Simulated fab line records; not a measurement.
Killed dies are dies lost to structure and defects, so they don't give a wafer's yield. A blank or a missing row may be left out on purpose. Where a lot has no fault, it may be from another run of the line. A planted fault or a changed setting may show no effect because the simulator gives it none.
Which tool was responsible? -- flow n5-finfet -- 10 lots, 28 wafers sampled, at 1 step of a route of 1938

== WHAT THE GAUGES READ, wafer by wafer ==
N5_BEOL_M5_CD_MEAS_11: the cd target is 27.74 nm. Usual: 28.13 nm for cd-nm, sd 0.23.
lot,measured,on,cd-nm (nm),flag
L462,day 8 09:54,cd-sem-03,28.14 28.22 27.95,
L463,day 8 15:46,cd-sem-02,28.63 28.16 28.17,
L467,day 9 10:48,cd-sem-02,28.30 28.02 28.55,
L469,day 10 05:52,cd-sem-03,28.48 28.23 28.24,
L470,day 10 17:20,cd-sem-03,28.05 27.88 27.96,
L471,day 10 23:51,cd-sem-01,28.27 27.80 28.21,
L476,day 12 20:04,cd-sem-03,28.31 27.96 28.04,
L482,day 13 12:23,cd-sem-03,28.24 27.92,
L481,day 13 13:47,cd-sem-01,28.16 28.48,
L483,day 13 20:16,cd-sem-02,28.09 28.28 27.98,

== WHAT TOOL EACH LOT RAN ON (gives the tool, then ch and the chambers of the sampled wafers, and finally the start) ==
The record holds no process step before these readings.

== WHAT THE TOOLS THEMSELVES READ (means of the sampled wafers that have a number; where no wafer has one, the mark that the record gives instead) ==
The record holds no such reading with a usual standard deviation.

== THE ANSWER, worked out from the rows above alone ==
Rule: take the mean of a lot's wafers that have a number; if it is more than 3 standard deviations from the usual mean, the lot is off. A lot without any number at a reading at which 4 lots or more have one is off too. The other lots that the step has rows for count as sound. The gauges are gone through in route order, then the tools' own readings, and for those a lot's mean is taken as printed above. At the first step where some lot is off, the reading lying furthest off is the one used; lots without a number count as furthest.
Nothing can be told from this: no lot is off at any reading shown.

== WHAT THE SIMULATOR HAD INSERTED ==
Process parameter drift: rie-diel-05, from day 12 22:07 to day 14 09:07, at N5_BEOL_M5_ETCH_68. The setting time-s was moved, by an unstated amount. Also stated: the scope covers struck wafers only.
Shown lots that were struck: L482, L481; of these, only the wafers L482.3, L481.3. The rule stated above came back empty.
